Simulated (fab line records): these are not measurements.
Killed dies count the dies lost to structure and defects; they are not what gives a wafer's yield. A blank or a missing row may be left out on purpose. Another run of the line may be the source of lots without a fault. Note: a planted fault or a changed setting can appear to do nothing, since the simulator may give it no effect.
Chamber matching | flow nand-harc | NHARC_A_BONDPAD_CMP_29 on cmp-01: 4 sister chambers
The step polishes SiCN, target thk 200 nm. 16 wafers are shown with their chamber, then 8 later ones without.

WAFERS, EACH WITH ITS CHAMBER
wafer  | chamber | motor-current-A (A)
L113.1 | 0       | 11.4
L113.3 | 1       | 15.0
L113.5 | 2       | 11.9
L114.1 | 2       | 12.7
L114.5 | 2       | 12.3
L114.6 | 3       | 11.7
L119.3 | 3       | 12.3
L119.4 | 2       | 12.7
L119.6 | 1       | 15.3
L115.4 | 1       | 15.8
L115.5 | 3       | 11.6
L115.6 | 2       | 12.5
L117.1 | 0       | 10.8
L117.4 | 2       | 13.2
L117.5 | 3       | 12.0
L118.1 | 2       | 11.8

SIGNATURES (means of the wafers above)
reading         | chamber 0 | chamber 1 | chamber 2 | chamber 3 | scatter within a chamber
motor-current-A | 11.100    | 15.367    | 12.443    | 11.900    | 0.432
Rule: a wafer's distance from a chamber is the root of the sum, over the readings, of the square of ((its reading less the chamber's mean) divided by the reading's scatter). If the next closest chamber is less than 2 further off than the closest, the wafer can't be placed; otherwise it belongs to the closest. How the scatter is found: for the shown wafers, subtract from each reading the mean of its chamber, square and add these, divide the total by (wafers less chambers), then take the root.

WAFERS MISSING THEIR CHAMBER
wafer  | motor-current-A (A)
L118.2 | 11.0
L118.6 | 12.7
L121.2 | 12.7
L121.3 | 13.1
L121.5 | 15.4
L124.1 | 12.4
L124.3 | 11.0
L124.4 | 14.5

THE CHAMBER EACH PASSED THROUGH
wafer  | from the rows above     | in truth
L118.2 | can't be placed: 0 or 3 | 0
L118.6 | can't be placed: 2 or 3 | 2
L121.2 | can't be placed: 2 or 3 | 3
L121.3 | can't be placed: 2 or 3 | 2
L121.5 | 1                       | 1
L124.1 | can't be placed: 2 or 3 | 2
L124.3 | can't be placed: 0 or 3 | 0
L124.4 | 1                       | 1
Correct placement for 2 of the 8. These rows do not allow placing 6 (true chamber among the candidates in 6). 0 placed wrongly.
